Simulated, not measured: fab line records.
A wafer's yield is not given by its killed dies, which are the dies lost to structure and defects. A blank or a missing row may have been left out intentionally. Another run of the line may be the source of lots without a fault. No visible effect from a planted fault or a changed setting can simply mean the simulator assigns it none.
fab line records	flow n5Finfet
record lots=7	wafers=21
route steps=1938 shown BEOL_M2@848 BEOL_M3@980 BEOL_M4@1021 BEOL_M5@1116
startH: start of the lot's first displayed wafer, in hours after the record's first day	waitH: hours elapsed since this lot's preceding step	" identical to the entry in the row above	L1.1+2: a row that stands for several wafers	- value missing, or start not given	* or withheld: withheld	< > ~ a bound
route shown NAME@n: names a module that has steps shown in the file, with the first one's number in the route	usual: the fault-free wafers' mean and standard deviation	same: alike in all rows	chamber/n: place in a boat	sites: the reading at each site	_std_site: standard deviation of those values	_edge_site: outer sites' mean less inner sites'	radiusMm: how far each site lies from the wafer's centre	mask NAME#n: copy n	behind: the most recent tool/chamber to have shaped the wafer	hold: what put the lot on hold/how long, in hours/how the hold closed	device: transistor that didn't switch, given as n, p or np	end of line: the tests these same wafers got at the end of their route	a step without rows: its recipe alone	killed: at the first sort, the dies lost to defects and structure; wafer yield is something else	map: the dies of a wafer, with x for killed, . for not killed, _ for no die there
set.NAME: the run value of the setting; set.NAME@STEP: its run value at that earlier step	model.NAME: the simulator's own value behind a step, which no gauge read
lots where settings were altered on purpose, with a table for each step and a row for each wafer
## steps
# step N5_BEOL_M2_COAT_05
# recipe resist=CAR-EUV	spinRpm=1500	resistThkNm=30
lot.wafer	tool	chamber	startH	waitH	set.spinRpm	model.CAR-EUV_of_BEOL_M2_COAT_05.thkNm
L076.2+4+6	lithoTrack-05	0	-	-	1500	30
L077.2	lithoTrack-04	0	-	-	1500	29.8
L077.3	"	0	"	"	1500	30
L077.5	"	0	"	"	1634	28.8
L078.1	lithoTrack-04	0	-	-	1449	30.4
L078.3+5	"	0	"	"	1500	29.8
L079.3+4+6	lithoTrack-04	0	-	-	1500	30
L083.2+3+6	lithoTrack-04	0	-	-	1500	30.2
L093.2+4	lithoTrack-03	0	-	-	1500	30
L093.6	"	0	"	"	1500	30.2
L096.2	lithoTrack-03	0	-	-	1500	30
L096.3	"	0	"	"	1451	30.6
L096.6	"	0	"	"	1451	30.4
# step N5_BEOL_M2_EBR_07
# recipe solvent=PGMEA	ebrWidthMm=1.5
# step N5_BEOL_M2_SOFTBAKE_06
# recipe tempC=110	timeS=60	resist=CAR-EUV
# step N5_BEOL_M2_EXPOSE_08
# recipe maskId=M2	na=0.33	sourceShape=dipole	sigmaInner=0.369	sigmaOuter=0.767	polarization=unpolarized	doseMj=41.25
# step N5_BEOL_M2_PEB_09
# recipe pebTempC=100	pebTimeS=60	resist=CAR-EUV
# step N5_BEOL_M2_DEVELOP_10
# recipe developTimeS=30	developer=TMAH	resist=CAR-EUV	rinseLiquid=surfactantRinse	dry=airSpin	devTempC=23
lot.wafer	tool	chamber	startH	waitH	set.spinRpm@BEOL_M2_COAT_05	model.CAR-EUV_of_BEOL_M2_COAT_05.thkNm
L076.2+4+6	lithoTrack-03	0	-	-	1500	29.6
L077.2	lithoTrack-03	0	-	-	1500	29.4
L077.3	"	0	"	"	1500	29.6
L077.5	"	0	"	"	1634	28.2
L078.1	lithoTrack-03	0	-	-	1449	30
L078.3+5	"	0	"	"	1500	29.4
L079.3+4+6	lithoTrack-05	0	-	-	1500	29.6
L083.2+3+6	lithoTrack-05	0	-	-	1500	29.8
L093.2+4+6	lithoTrack-05	0	-	-	1500	29.6
L096.2	lithoTrack-03	0	-	-	1500	29.4
L096.3+6	"	0	"	"	1451	30
# step N5_BEOL_M2_DESCUM_16
# recipe chemistry=O2	timeS=7	sourcePowerW=50	biasPowerW=20	pressureMtorr=20	rfFrequencyHz=2.712e+07	tempC=40	resist=CAR-EUV	o2FlowSccm=225
lot.wafer	tool	chamber	startH	waitH	set.spinRpm@BEOL_M2_COAT_05	model.CAR-EUV_of_BEOL_M2_COAT_05.thkNm
L076.2+4+6	rieDiel-05	1,0,1	159.66	0.0	1500	26.2
L077.2+3	rieDiel-01	1,2	159.89	0.0	1500	26
L077.5	"	1	"	"	1634	24.8
L078.1	rieDiel-01	3	161.04	0.0	1449	26.4
L078.3+5	"	2,0	"	"	1500	26
L079.3+4	rieDiel-06	3,1	166.06	0.0	1500	26
L079.6	"	1	"	"	1500	26.2
L083.2+3+6	rieDiel-01	0,1,2	188.71	0.0	1500	26.2
L093.2+6	rieDiel-01	0,2	247.54	0.0	1500	26.2
L093.4	"	2	"	"	1500	26
L096.2	rieDiel-05	0	270.09	0.0	1500	26
L096.3+6	"	1,0	"	"	1451	26.6
# step N5_BEOL_M2_ETCH_74
# recipe chemistry=N2/H2	target=underlayer	targetDepthA=65	maskMaterial=CAR-EUV	timeS=5.2	ionEnergyEv=200	pressureMtorr=30	sourceW=840	biasW=150	n2FlowSccm=200	h2FlowSccm=200	ends=cleared
# step N5_BEOL_M2_ETCH_63
# recipe chemistry=CF4	target=SiARC	targetDepthA=156	maskMaterial=CAR-EUV	timeS=26	ionEnergyEv=80	pressureMtorr=40	sourceW=545	biasW=36	Ar_flow_sccm=100	cf4FlowSccm=100	ends=cleared
lot.wafer	tool	chamber	startH	waitH	set.spinRpm@BEOL_M2_COAT_62	model.etch.depthNm
L076.2+4	rieDiel-05	1,0	159.71	0.0	1500	12
L076.6	"	1	"	"	1500	12.02
L077.2	rieDiel-01	1	159.94	0.0	1500	11.99
L077.3	"	2	"	"	1500	12
L077.5	"	1	"	"	1382	12.52
L078.1	rieDiel-01	3	161.09	0.0	1656	11.39
L078.3	"	2	"	"	1500	11.96
L078.5	"	0	"	"	1656	11.38
L079.3+4	rieDiel-06	3,1	166.11	0.0	1500	12.01
L079.6	"	1	"	"	1500	11.98
L083.2	rieDiel-01	0	188.76	0.0	1500	12.01
L083.3	"	1	"	"	1435	12.31
L083.6	"	2	"	"	1500	12.03
L093.2+4	rieDiel-01	0,2	247.59	0.0	1500	12.03
L093.6	"	2	"	"	1445	12.3
L096.2	rieDiel-05	0	270.14	0.0	1446	12.23
L096.3	"	1	"	"	1500	12.03
L096.6	"	0	"	"	1500	12.05
# step N5_BEOL_M2_ETCH_64
# recipe chemistry=N2/H2	target=SOC	targetDepthA=750	overetchA=225	maskMaterial=SiARC	tempC=40	timeS=121.9	ionEnergyEv=200	pressureMtorr=30	sourceW=840	biasW=150	n2FlowSccm=200	h2FlowSccm=200
lot.wafer	tool	chamber	startH	waitH	set.spinRpm@BEOL_M2_COAT_62	model.SiARC_of_BEOL_M2_COAT_62.thkNm
L076.2+6	rieDiel-05	1	159.74	0.0	1500	6.2
L076.4	"	0	"	"	1500	6.4
L077.2	rieDiel-01	1	159.97	0.0	1500	6.2
L077.3	"	2	"	"	1500	6.4
L077.5	"	1	"	"	1382	6.6
L078.1	rieDiel-01	3	161.12	0.0	1656	5.4
L078.3	"	2	"	"	1500	6.2
L078.5	"	0	"	"	1656	5.6
L079.3+4+6	rieDiel-06	3,1,1	166.14	0.0	1500	6.4
L083.2+6	rieDiel-01	0,2	188.79	0.0	1500	6.4
L083.3	"	1	"	"	1435	6.4
L093.2+4	rieDiel-01	0,2	247.62	0.0	1500	6.4
L093.6	"	2	"	"	1445	6.6
L096.2	rieDiel-05	0	270.17	0.0	1446	6.4
L096.3+6	"	1,0	"	"	1500	6.2
# step N5_BEOL_M3_TRENCH_ETCH_37
# recipe chemistry=C4F6/O2	targetDepthA=555.55	target=SiOC	timeS=29.2	ionEnergyEv=250	pressureMtorr=30	sourceW=355	biasW=185	Ar_flow_sccm=300	C4F6_flow_sccm=10	O2_flow_sccm=10
# usual rfVppV=667/7.6
lot.wafer	tool	chamber	startH	waitH	set.biasW	rfVppV
L076.2	rieDiel-04	0	-	-	185	674
L076.4	"	1	"	"	185	661
L076.6	"	3	"	"	185	676
L077.2	rieDiel-03	1	-	-	208.3	726
L077.3	"	3	"	"	185	664
L077.5	"	3	"	"	208.3	728
L078.1	rieDiel-02	0	-	-	185	677
L078.3	"	2	"	"	185	663
L078.5	"	2	"	"	185	665
L079.3	rieDiel-03	0	-	-	185	669
L079.4	"	3	"	"	185	663
L079.6	"	0	"	"	185	669
L083.2	rieDiel-02	0	-	-	185	677
L083.3	"	2	"	"	185	664
L083.6	"	3	"	"	185	675
L093.2	rieDiel-02	0	-	-	198.8	717
L093.4	"	2	"	"	185	663
L093.6	"	0	"	"	198.8	717
L096.2	rieDiel-02	1	-	-	185	661
L096.3	"	0	"	"	185	677
L096.6	"	3	"	"	185	674
# step N5_BEOL_M4_ILD_DEP_00
# recipe material=SiOC	targetThkA=790	tempC=350	precursor=DEMS/O2	pressureTorr=5	rfW=500	timeS=15.3
lot.wafer	tool	chamber	startH	waitH	set.timeS	model.SiOC_of_BEOL_M4_ILD_DEP_00.thkNm
L076.2	pecvd-04	2	179.04	0.0	15.3	77.6
L076.4	"	1	"	"	13.51	69.8
L076.6	"	2	"	"	13.51	70.2
L077.2	pecvd-02	1	179.47	0.0	17.39	89.2
L077.3	"	1	"	"	15.3	79.8
L077.5	"	1	"	"	17.39	90
L078.1	pecvd-04	2	188.94	0.0	17.53	87.8
L078.3	"	0	"	"	17.53	89
L078.5	"	2	"	"	15.3	79.6
L079.3	pecvd-02	0	189.52	0.1	15.3	79.8
L079.4	"	1	"	"	15.3	80.4
L079.6	"	1	"	"	15.3	79.6
L083.2	pecvd-04	1	215.01	0.0	15.3	77.8
L083.3	"	2	"	"	14.41	73.4
L083.6	"	0	"	"	14.41	75.4
L093.2	pecvd-04	0	272.33	0.0	15.3	79
L093.4	"	2	"	"	15.3	80.4
L093.6	"	0	"	"	14.25	73.6
L096.2+3	pecvd-01	0,1	292.28	0.0	15.3	78.8
L096.6	"	1	"	"	16.79	88
# step N5_BEOL_M4_THK_MEAS_01
# recipe reads=SiOC_of_BEOL_M4_ILD_DEP_00
# usual M4_ILD_THK=79.1/0.94
lot.wafer	tool	chamber	startH	waitH	set.timeS@BEOL_M4_ILD_DEP_00	M4_ILD_THK[nm]
L076.2	filmMetro-01	-	179.11	0.1	15.3	77.7
L076.4	"	-	"	"	13.51	69.7
L076.6	"	-	"	"	13.51	70.2
L077.2	filmMetro-01	-	179.56	0.1	17.39	89.2
L077.3	"	-	"	"	15.3	79.9
L077.5	"	-	"	"	17.39	90.0
L078.1	filmMetro-01	-	189.00	0.0	17.53	87.9
L078.3	"	-	"	"	17.53	88.8
L078.5	"	-	"	"	15.3	79.5
L079.3	filmMetro-01	-	189.59	0.1	15.3	79.7
L079.4	"	-	"	"	15.3	80.4
L079.6	"	-	"	"	15.3	79.7
L083.2	filmMetro-01	-	215.07	0.1	15.3	77.9
L083.3	"	-	"	"	14.41	73.5
L083.6	"	-	"	"	14.41	75.3
L093.2	filmMetro-02	-	272.40	0.1	15.3	79.0
L093.4	"	-	"	"	15.3	80.4
L093.6	"	-	"	"	14.25	73.7
L096.2	filmMetro-01	-	292.35	0.1	15.3	78.9
L096.3	"	-	"	"	15.3	78.8
L096.6	"	-	"	"	16.79	87.9
# step N5_BEOL_M5_HM_DEP_02
# recipe material=TiN	targetThkA=200	tempC=25	chamberPressurePa=0.49996
lot.wafer	tool	chamber	startH	waitH	set.targetThkA	model.TiN_of_BEOL_M5_HM_DEP_02.thkNm
L076.2+4	pvdSputter-01	-	194.17	0.6	200	20.2
L076.6	"	-	"	"	200	20.4
L077.2	pvdSputter-01	-	194.31	0.5	200	20.4
L077.3	"	-	"	"	200	20.2
L077.5	"	-	"	"	188.6	19.4
L078.1+3	pvdSputter-03	-	200.04	0.3	200	20.2
L078.5	"	-	"	"	200	20
L079.3	pvdSputter-03	-	200.54	0.4	200	20
L079.4	"	-	"	"	200	20.2
L079.6	"	-	"	"	200	20.4
L083.2	pvdSputter-01	-	226.98	0.6	200	20
L083.3+6	"	-	"	"	200	20.2
L093.2	pvdSputter-01	-	291.86	1.0	200	20.6
L093.4+6	"	-	"	"	200	20.4
L096.2	pvdSputter-02	-	305.11	0.9	200	19.8
L096.3	"	-	"	"	178.4	17.6
L096.6	"	-	"	"	178.4	17.8
## key
split step=N5_BEOL_M2_COAT_05	setting=spinRpm	stated=1500	by=wafer
response step=N5_BEOL_M2_COAT_05	reading=model.CAR-EUV_of_BEOL_M2_COAT_05.thkNm	change=-0.132	per=1%	r=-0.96
response step=N5_BEOL_M2_DEVELOP_10	reading=model.CAR-EUV_of_BEOL_M2_COAT_05.thkNm	change=-0.153	per=1%	r=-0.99
response step=N5_BEOL_M2_DESCUM_16	reading=model.CAR-EUV_of_BEOL_M2_COAT_05.thkNm	change=-0.138	per=1%	r=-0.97
split step=N5_BEOL_M3_TRENCH_ETCH_37	setting=biasW	stated=185	by=wafer
response step=N5_BEOL_M3_TRENCH_ETCH_37	reading=rfVppV	change=+5.6	per=1%	r=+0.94
split step=N5_BEOL_M4_ILD_DEP_00	setting=timeS	stated=15.3	by=wafer
response step=N5_BEOL_M4_ILD_DEP_00	reading=model.SiOC_of_BEOL_M4_ILD_DEP_00.thkNm	change=+0.706	per=1%	r=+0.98
response step=N5_BEOL_M4_THK_MEAS_01	reading=M4_ILD_THK	change=+0.704	per=1%	r=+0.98
split step=N5_BEOL_M5_HM_DEP_02	setting=targetThkA	stated=200	by=wafer
response step=N5_BEOL_M5_HM_DEP_02	reading=model.TiN_of_BEOL_M5_HM_DEP_02.thkNm	change=+0.186	per=1%	r=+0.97
split outsideThisFile step=N5_BEOL_M2_COAT_62 setting=spinRpm
# split outsideThisFile: this setting was split too, and the file shows its column; the key of that split is in another file
